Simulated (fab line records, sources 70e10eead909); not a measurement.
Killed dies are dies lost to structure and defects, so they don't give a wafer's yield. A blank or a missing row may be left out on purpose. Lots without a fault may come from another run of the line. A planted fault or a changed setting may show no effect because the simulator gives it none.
fab line records | flow nand_harc
record lots=7 wafers=21 last_day=33
route steps=1302 shown A_CHANNEL_HOLE_D1@480 A_CHANNEL_FILL_D1@490 END@1302
lots that met no fault: from a run of the same line without faults
start_h: hours from the record's first day to the start of the lot's first wafer shown | wait_h: hours since the lot's step before | " the same as in the row above | L1.1+2: a row that stands for several wafers | - no value, or no start given | * or withheld: withheld | < > ~ a bound
route shown NAME@n: a module of which the file shows steps, and the number in the route of the first | usual: mean/standard deviation of fault-free wafers | same: alike in all rows | chamber/n: place in a boat | sites: the reading at each site | _std_site: their standard deviation | _edge_site: outer sites' mean less inner sites' | radius_mm: how far each site lies from the wafer's centre | mask NAME#n: copy n | behind: the tool/chamber that last shaped the wafer | hold: why the lot was held/for how many hours/how that ended | device: the transistor (n, p or np) that didn't switch | end of line: the same wafers' tests at the end of the route | a step without rows: its recipe alone | killed: dies lost to structure and defects at the first sort, not the wafer's yield | map: a wafer's dies, x killed, . not, _ none there
set.NAME: the setting as run; set.NAME@STEP: as run at that earlier step | model.NAME: the simulator's own value behind a step, which no gauge read
lots at some steps of the route; a table a step, a row a wafer
services: from which hour (start_h, from the record's first day; less than 0 if before it) a tool's chamber was out of use, for how many hours, and why
## steps
# step NHARC_A_CHANNEL_HOLE_D1_STRIP_41
# recipe n2_flow_sccm=150 h2_flow_sccm=150 ar_flow_sccm=0 bias_w=0 chemistry=N2/H2
# step NHARC_A_CHANNEL_HOLE_D1_STRIP_42
# recipe cf4_flow_sccm=100 chf3_flow_sccm=30 ar_flow_sccm=0 bias_w=0 chemistry=CF4/CHF3
# step NHARC_A_CHANNEL_HOLE_D1_STRIP_43
# recipe o2_flow_sccm=400 cos_flow_sccm=20 ar_flow_sccm=0 bias_w=0 chemistry=O2/COS
# step NHARC_A_CHANNEL_HOLE_D1_ETCH_44
# recipe target_depth_a=1400 overetch_a=140 time_s=77 ion_energy_ev=100 cf4_flow_sccm=80 o2_flow_sccm=20 ar_flow_sccm=0 rf_w=300 bias_w=100 chemistry=CF4/O2
# usual cf4_flow_sccm=79.99/0.25 drypump_motor_current_A=5.5/0.32 oes_product_au=1.001/0.0075 rf_vpp_V=197.6/1.5 showerhead_plenum_p_Torr=1.32/0.063 throttle_valve_pct=13.397/0.009
# same time_s=77
# columns lot.wafer tool chamber start_h wait_h cf4_flow_sccm drypump_motor_current_A oes_product_au rf_hours_counter_h rf_vpp_V showerhead_plenum_p_Torr throttle_valve_pct
L304.2 rie_diel-10 2 188.48 0.1 80.03 5.1 0.998 10 198.0 1.38 13.411
L304.4 " 0 " " 79.92 5.5 1.003 10 200.2 1.43 13.406
L304.5 " 2 " " 79.64 5.1 0.996 - 199.6 1.38 13.385
L310.3 rie_diel-12 1 254.27 0.1 80.33 5.2 1.004 54 198.1 1.32 13.403
L310.2 " 0 " " 79.79 6.6 1.005 48 195.5 1.28 13.391
L310.6 " 1 " " 80.08 5.2 1.006 - 196.4 1.32 13.397
L311.2 rie_diel-10 1 257.79 0.1 79.94 5.3 0.994 0 196.2 1.25 13.409
L311.3 " 0 " " 80.24 5.5 1.016 0 199.0 1.42 13.399
L311.5 " 2 " " 80.26 5.1 0.996 - 198.5 1.38 13.376
L312.1 rie_diel-10 3 266.87 0.1 80.00 5.6 0.995 1 196.8 1.28 13.390
L312.3 " 0 " " 80.25 5.5 1.004 1 200.5 1.42 13.411
L312.4 " 2 " " 80.01 5.1 0.991 2 198.3 1.38 13.398
L320.3 rie_diel-10 1 352.21 0.0 80.22 5.3 0.999 7 197.4 1.25 13.408
L320.2 " 2 " " 80.26 5.1 0.993 7 199.4 1.38 13.394
L320.5 " 1 " " 79.94 5.3 0.993 - 196.3 1.25 13.411
L324.4 rie_diel-07 2 398.69 0.1 79.66 5.4 0.996 30 196.5 1.27 13.403
L324.1 " 1 " " 80.15 5.7 0.991 29 198.2 1.30 13.407
L324.6 " 3 " " 80.30 5.4 1.010 - 199.1 1.33 13.403
L327.2 rie_diel-10 1 415.03 0.0 79.66 5.3 1.011 11 197.8 1.25 13.397
L327.4 " 2 " " 80.26 5.1 1.013 13 198.4 1.38 13.392
L327.1 " 3 " " 79.56 5.6 1.010 14 197.3 1.28 13.416
# step NHARC_A_CHANNEL_HOLE_D1_STRIP_27
# recipe o2_flow_sccm=500 ar_flow_sccm=0 bias_w=0 chemistry=O2
# usual drypump_motor_current_A=5.5/0.32 oes_product_au=0.998/0.0079 rf_vpp_V=57.7/0.9 showerhead_plenum_p_Torr=3.49/0.16 throttle_valve_pct=17.036/0.0096
# columns lot.wafer tool chamber start_h wait_h drypump_motor_current_A oes_product_au rf_hours_counter_h rf_vpp_V showerhead_plenum_p_Torr throttle_valve_pct
L304.2 rie_diel-10 0 - - 5.5 1.004 10 57.1 3.76 17.034
L304.4 " 2 " " 5.1 0.992 10 59.3 3.65 17.037
L304.5 " 1 " " 5.4 0.991 - 57.2 3.32 17.036
L310.2 rie_diel-12 0 - - 6.6 1.003 48 56.4 3.38 17.041
L310.3 " 1 " " 5.2 0.990 54 57.9 3.48 17.042
L310.6 " 0 " " 6.6 1.008 - 56.2 3.38 17.046
L311.2 rie_diel-10 1 - - 5.3 0.992 0 58.4 3.32 17.021
L311.3 " 0 " " 5.5 0.992 0 58.0 3.75 17.056
L311.5 " 1 " " 5.3 0.993 - 57.0 3.32 17.031
L312.4 rie_diel-10 1 - - 5.3 1.000 2 57.3 3.32 17.025
L312.1 " 3 " " 5.6 1.006 2 58.2 3.40 17.043
L312.3 " 0 " " 5.5 1.007 2 58.9 3.75 17.035
L320.3 rie_diel-10 3 - - 5.6 1.006 8 57.3 3.39 17.040
L320.2 " 0 " " 5.5 1.006 8 58.3 3.75 17.037
L320.5 " 1 " " 5.3 0.997 - 57.3 3.32 17.048
L324.1 rie_diel-07 0 - - 5.4 1.013 28 57.8 3.28 17.032
L324.4 " 2 " " 5.4 1.000 30 56.6 3.37 17.046
L324.6 " 0 " " 5.5 1.006 - 59.1 3.28 17.013
L327.1 rie_diel-10 1 - - 5.4 0.996 11 58.5 3.32 17.043
L327.2 " 3 " " 5.6 1.002 14 59.3 3.39 17.037
L327.4 " 0 " " 5.5 1.010 14 57.9 3.75 17.040
# step NHARC_A_CHANNEL_HOLE_D1_PRECLEAN_28
# recipe time_s=* temp_c=50 bath_age_min=0 chemistry=SC1
# step NHARC_A_CHANNEL_HOLE_D1_SRD_29
# step NHARC_A_CHANNEL_HOLE_D1_CD_MEAS_30
# usual cd_nm=90.0/0.85
# columns lot.wafer tool chamber start_h wait_h cd_nm
L304.2 cd_sem-03 - 189.28 - 88.9
L304.4 " - " " 89.4
L304.5 " - " " 89.9
L310.2 cd_sem-02 - 255.19 - 88.8
L310.3 " - " " 90.1
L310.6 " - " " 89.6
L311.2 cd_sem-03 - 258.59 - 90.2
L311.3 " - " " 89.0
L311.5 " - " " 90.9
L312.1 cd_sem-02 - 267.66 - 90.8
L312.3 " - " " 90.2
L312.4 " - " " 90.6
L320.2 cd_sem-02 - 353.01 - 90.9
L320.3 " - " " 91.2
L320.5 " - " " 92.3
L324.1 cd_sem-02 - 399.48 - 89.5
L324.4 " - " " 89.1
L324.6 " - " " 88.9
L327.1 cd_sem-03 - 415.84 - 89.3
L327.2 " - " " 89.9
L327.4 " - " " 88.9
# step NHARC_A_CHANNEL_HOLE_D1_XSEM_31
# recipe landing_energy_ev=35000
# usual bot_cd_nm=74.4/0.99 bow_nm=8.64/0.29 tilt_deg=0.07/0.038
# columns lot.wafer tool chamber start_h wait_h bot_cd_nm bow_nm tilt_deg
L304.2 xsem-01 0 189.37 0.1 71.8 8.51 0.04
L304.4 " 0 " " 72.9 8.62 0.04
L304.5 " 0 " " 73.2 8.58 0.04
L310.2 xsem-02 0 255.28 0.1 73.4 8.31 0.04
L310.3 " 0 " " 74.6 8.40 0.04
L310.6 " 0 " " 74.6 8.40 0.04
L311.2 xsem-01 0 258.68 0.1 74.4 8.88 0.10
L311.3 " 0 " " 72.6 8.90 0.10
L311.5 " 0 " " 74.4 8.88 0.10
L312.1 xsem-02 0 267.76 0.1 74.6 8.49 0.04
L312.3 " 0 " " 73.9 8.43 0.04
L312.4 " 0 " " 74.5 8.42 0.04
L320.2 xsem-02 0 353.10 0.1 74.5 8.87 0.09
L320.3 " 0 " " 74.7 8.86 0.09
L320.5 " 0 " " 75.6 8.83 0.09
L324.1 xsem-01 0 399.57 0.1 74.3 8.77 0.05
L324.4 " 0 " " 73.9 8.73 0.05
L324.6 " 0 " " 73.9 8.88 0.05
L327.1 xsem-01 0 415.94 0.1 74.4 8.21 0.00
L327.2 " 0 " " 75.2 8.25 0.00
L327.4 " 0 " " 74.3 8.26 0.01
# step NHARC_A_CHANNEL_HOLE_D1_INSPECT_40
# usual raw_defect_count=74/28
# columns lot.wafer tool chamber start_h wait_h raw_defect_count
L304.2 defect_inspect-01 - 189.46 - 42
L304.4 " - " " 28
L304.5 " - " " 42
L310.2 defect_inspect-01 - 255.37 - 103
L310.3 " - " " 83
L310.6 " - " " 95
L311.2 defect_inspect-02 - 258.77 - 68
L311.3 " - " " 68
L311.5 " - " " 61
L312.1 defect_inspect-01 - 267.85 - 124
L312.3 " - " " 114
L312.4 " - " " 109
L320.2 defect_inspect-02 - 353.20 - 74
L320.3 " - " " 85
L320.5 " - " " 68
L324.1 defect_inspect-02 - 399.67 - 39
L324.4 " - " " 48
L324.6 " - " " 34
L327.1 defect_inspect-02 - 416.03 - 51
L327.2 " - " " 68
L327.4 " - " " 59
# step NHARC_A_CHANNEL_FILL_D1_PRECLEAN_00
# recipe time_s=* temp_c=50 bath_age_min=0 chemistry=SC1
# step NHARC_A_CHANNEL_FILL_D1_SRD_01
# step NHARC_A_CHANNEL_FILL_D1_ALD_02
# recipe target_thk_a=60 pulse_time_s=10 ald_cycles=60 temp_c=300 material=SiO2
# usual heater_power_w=478/34 precursor_pulse_height_rel=1.002/0.019 susceptor_temp_C=300.01/0.2
# columns lot.wafer tool chamber start_h wait_h heater_power_w precursor_pulse_height_rel susceptor_temp_C
L304.2 ald_hk-04 0 190.89 - 501 0.981 299.80
L304.4 " 1 " " 392 1.014 300.06
L304.5 " 2 " " 446 1.016 300.07
L310.3 ald_hk-02 0 256.58 - 478 1.016 299.95
L310.2 " 3 " " 479 0.998 289.22
L310.6 " 0 " " 480 0.999 300.17
L311.3 ald_hk-02 2 259.00 0.1 505 0.978 300.00
L311.2 " 3 " " 461 1.009 289.34
L311.5 " 2 " " 489 0.993 300.09
L312.1 ald_hk-02 0 268.05 - 478 0.987 299.88
L312.4 " 1 " " 465 0.995 299.92
L312.3 " 3 " " 455 0.989 289.18
L320.3 ald_hk-03 1 353.47 - 489 0.967 299.79
L320.2 " 2 " " 473 0.991 300.14
L320.5 " 1 " " 489 1.025 300.00
L324.4 ald_hk-04 2 399.86 - 453 1.003 299.66
L324.1 " 1 " " 398 0.989 300.17
L324.6 " 2 " " 458 0.997 299.63
L327.1 ald_hk-02 0 416.30 - 483 0.991 299.81
L327.4 " 1 " " 448 0.989 300.10
L327.2 " 2 " " 502 1.017 300.07
# step NHARC_A_CHANNEL_FILL_D1_ALD_03
# recipe target_thk_a=60 pulse_time_s=60 ald_cycles=58 temp_c=630 pressure_torr=2 material=SiNx
# usual precursor_pulse_height_rel=0.997/0.019 susceptor_temp_C=630.02/0.23
# columns lot.wafer tool chamber start_h wait_h precursor_pulse_height_rel susceptor_temp_C
L304.2 ald_sin_batch-02 0 - - 0.997 630.54
L304.4 " 0 " " 1.008 629.66
L304.5 " 0 " " 0.997 630.10
L310.2 ald_sin_batch-02 0 - - 0.982 630.30
L310.3 " 0 " " 0.962 629.92
L310.6 " 0 " " 1.020 629.83
L311.2 ald_sin_batch-02 0 - - 0.982 630.03
L311.3 " 0 " " 0.975 630.02
L311.5 " 0 " " 0.995 629.99
L312.1 ald_sin_batch-03 0 - - 0.973 -
L312.3 " 0 " " 1.010 -
L312.4 " 0 " " 0.964 -
L320.2 ald_sin_batch-03 0 - - 0.975 630.24
L320.3 " 0 " " 0.955 629.79
L320.5 " 0 " " 0.989 629.98
L324.1 ald_sin_batch-01 0 - - 0.995 630.21
L324.4 " 0 " " 0.965 630.39
L324.6 " 0 " " 1.024 630.13
L327.1 ald_sin_batch-02 0 - - 0.994 629.93
L327.2 " 0 " " 1.013 630.13
L327.4 " 0 " " 1.012 630.15
# step NHARC_END_SORT_01
# recipe temp_c=25
# usual killed_at_array=52/20 killed_at_other=1.0/1.3 killed_at_periphery=3.7/2.2 killed_dies=57/20 killed_open=3.2/1.6 killed_short=2.4/1.6
# same gross_dies=677
# columns lot.wafer tool chamber start_h wait_h killed_at_array killed_at_other killed_at_periphery killed_dies killed_open killed_short
L304.2 prober-01 0 565.25 2.8 47 6 1 54 6 3
L304.4 prober-01 0 566.87 3.4 47 4 3 54 2 2
L304.5 prober-01 0 567.68 3.7 47 0 2 49 4 2
L311.2 prober-02 0 633.45 2.8 30 0 1 31 4 2
L311.3 prober-02 0 634.26 3.1 31 0 1 32 5 1
L311.5 prober-02 0 635.89 3.8 31 0 1 32 2 2
L320.2 prober-02 0 720.28 2.8 51 1 6 58 6 3
L320.3 prober-02 0 721.08 3.1 44 0 7 51 5 4
L320.5 prober-02 0 722.68 3.7 44 0 4 48 4 0
L327.1 prober-02 0 799.16 2.5 36 0 2 38 2 1
L327.2 prober-02 0 799.97 2.8 41 1 3 45 6 4
L327.4 prober-02 0 801.58 3.4 34 1 3 38 4 2
# killed by level:class
L304.2 A_CHANNEL_HOLE_D2:chamber_film_flake=25 A_CONTACT:chamber_film_flake=9 THIN_TSV:chamber_film_flake=6 A_SOURCE_PLATE:geometric_particle:open=2 A_CHANNEL_FILL_D1:geometric_particle:open=2 A_ONON_D2:geometric_particle:short=2 A_CHANNEL_FILL_D1:chamber_film_flake=2 A_STAIRCASE:chamber_film_flake=2
L304.4 A_CHANNEL_HOLE_D2:chamber_film_flake=28 A_CONTACT:chamber_film_flake=15 THIN_TSV:chamber_film_flake=4 P_CONTACT:geometric_particle:open=1 P_M1:geometric_particle:open=1 A_ONON_D2:geometric_particle:short=1 A_WL_FILL:geometric_particle:short=1 P_ZERO_WELL:chamber_film_flake=1
L304.5 A_CHANNEL_HOLE_D2:chamber_film_flake=25 A_CONTACT:chamber_film_flake=12 A_CHANNEL_HOLE_D1:chamber_film_flake=2 A_CHANNEL_FILL_D1:geometric_particle:open=1 A_ONON_D2:geometric_particle:short=1 A_CHANNEL_HOLE_D2:geometric_particle:open=1 A_WL_FILL:geometric_particle:short=1 A_WL_FILL:geometric_particle:open=1
L311.2 A_CHANNEL_HOLE_D2:chamber_film_flake=10 A_CHANNEL_HOLE_D1:chamber_film_flake=7 A_CHANNEL_FILL_D1:geometric_particle:open=2 A_CHANNEL_FILL_D2:chamber_film_flake=2 A_STAIRCASE:chamber_film_flake=2 A_SOURCE_PLATE:geometric_particle:open=1 A_ONON_D1:geometric_particle:short=1 A_ONON_D2:geometric_particle:short=1
L311.3 A_CHANNEL_HOLE_D2:chamber_film_flake=14 A_M0:chamber_film_flake=3 A_ONON_D1:geometric_particle:open=2 A_CONTACT:geometric_particle:open=2 A_CHANNEL_HOLE_D1:chamber_film_flake=2 A_CHANNEL_FILL_D1:chamber_film_flake=2 A_CHANNEL_FILL_D2:chamber_film_flake=2 A_CHANNEL_FILL_D1:geometric_particle:open=1
L311.5 A_CHANNEL_HOLE_D2:chamber_film_flake=16 A_CHANNEL_HOLE_D1:chamber_film_flake=4 A_SLIT:chamber_film_flake=2 A_CONTACT:chamber_film_flake=2 A_ONON_D2:geometric_particle:short=1 A_CHANNEL_FILL_D2:geometric_particle:short=1 A_SGD_CUT:geometric_particle:open=1 A_M0:geometric_particle:open=1
L320.2 A_CHANNEL_HOLE_D2:chamber_film_flake=18 A_CHANNEL_HOLE_D1:chamber_film_flake=13 A_CONTACT:chamber_film_flake=5 P_STI:chamber_film_flake=3 A_SLIT:chamber_film_flake=3 P_M0:geometric_particle:short=1 A_CHANNEL_FILL_D1:geometric_particle:open=1 A_DECK1_JOINT:geometric_particle:open=1
L320.3 A_CHANNEL_HOLE_D2:chamber_film_flake=22 A_SLIT:chamber_film_flake=5 A_CHANNEL_HOLE_D1:chamber_film_flake=4 A_M0:geometric_particle:open=2 P_M2:chamber_film_flake=2 A_DECK1_JOINT:chamber_film_flake=2 A_CONTACT:chamber_film_flake=2 P_M0:geometric_particle:short=1
L320.5 A_CHANNEL_HOLE_D2:chamber_film_flake=18 A_CHANNEL_HOLE_D1:chamber_film_flake=8 A_CONTACT:chamber_film_flake=5 A_SLIT:chamber_film_flake=3 A_CHANNEL_FILL_D1:chamber_film_flake=3 A_M0:geometric_particle:open=2 A_DECK1_JOINT:chamber_film_flake=2 A_STAIRCASE:chamber_film_flake=2
L327.1 A_CHANNEL_HOLE_D1:chamber_film_flake=14 A_SLIT:chamber_film_flake=10 A_STAIRCASE:chamber_film_flake=4 P_STI:chamber_film_flake=2 A_CHANNEL_HOLE_D2:chamber_film_flake=2 A_CONTACT:chamber_film_flake=2 A_CHANNEL_FILL_D2:geometric_particle:short=1 A_CHANNEL_FILL_D2:geometric_particle:open=1
L327.2 A_CHANNEL_HOLE_D1:chamber_film_flake=18 A_STAIRCASE:chamber_film_flake=6 A_SLIT:chamber_film_flake=6 P_CONTACT:geometric_particle:open=3 A_CONTACT:chamber_film_flake=3 A_CHANNEL_FILL_D1:geometric_particle:short=1 A_DECK1_JOINT:geometric_particle:open=1 A_ONON_D2:geometric_particle:open=1
L327.4 A_CHANNEL_HOLE_D1:chamber_film_flake=14 A_SLIT:chamber_film_flake=9 A_STAIRCASE:chamber_film_flake=2 A_CONTACT:chamber_film_flake=2 P_CONTACT:geometric_particle:open=1 A_ONON_D1:geometric_particle:open=1 A_DECK1_JOINT:geometric_particle:open=1 A_DECK1_JOINT:geometric_particle:short=1
## services
# columns tool chamber start_h hours kind
rie_diel-12 3 165.03 13.8 repair
ald_hk-02 - 170.00 10.0 pm
rie_diel-10 0 172.83 - clean
rie_diel-10 1 172.83 - clean
rie_diel-10 2 172.83 - clean
rie_diel-10 3 172.83 - clean
rie_diel-07 3 173.98 3.1 repair
ald_hk-03 - 217.85 10.0 pm
rie_diel-07 0 232.43 3.9 repair
rie_diel-12 2 240.43 25.3 repair
rie_diel-10 - 242.54 9.0 pm
ald_hk-04 - 255.06 10.0 pm
ald_sin_batch-02 - 266.00 26.0 pm
rie_diel-12 - 268.96 9.0 pm
rie_diel-07 0 278.31 7.7 repair
rie_diel-10 2 286.15 2.9 repair
rie_diel-07 - 294.29 9.0 pm
ald_hk-02 - 348.00 10.0 pm
xsem-01 - 364.77 1.8 repair
rie_diel-10 1 372.76 22.8 repair
xsem-01 - 374.00 14.0 pm
ald_hk-03 - 389.50 0.6 repair
ald_hk-03 - 395.85 10.0 pm
rie_diel-10 - 419.54 9.0 pm
## key
first_sign step=NHARC_A_CHANNEL_FILL_D1_ALD_02 reading=susceptor_temp_C direction=down sigmas=54 usual=* struck=*
effect none on later readings
met_at NHARC_A_CHANNEL_FILL_D1_ALD_02
struck_wafers L310.2,L311.2,L312.3
tester_left_out L310,L311,L312
fault kind=process_parameter_drift tool=ald_hk-02 chamber=3 onset_h=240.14 steps=NHARC_A_CHANNEL_FILL_D1_ALD_02 channel=temp_c offset=* shape=step end_h=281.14 acts_in=* stated=*
# tester_left_out: of these lots the tester's yield and bins aren't shown, on N5 and GAA mostly nor the transistor test; their killed dies are dies lost to structure and defects alone, not to doping, threshold or leakage, so they don't give the yield
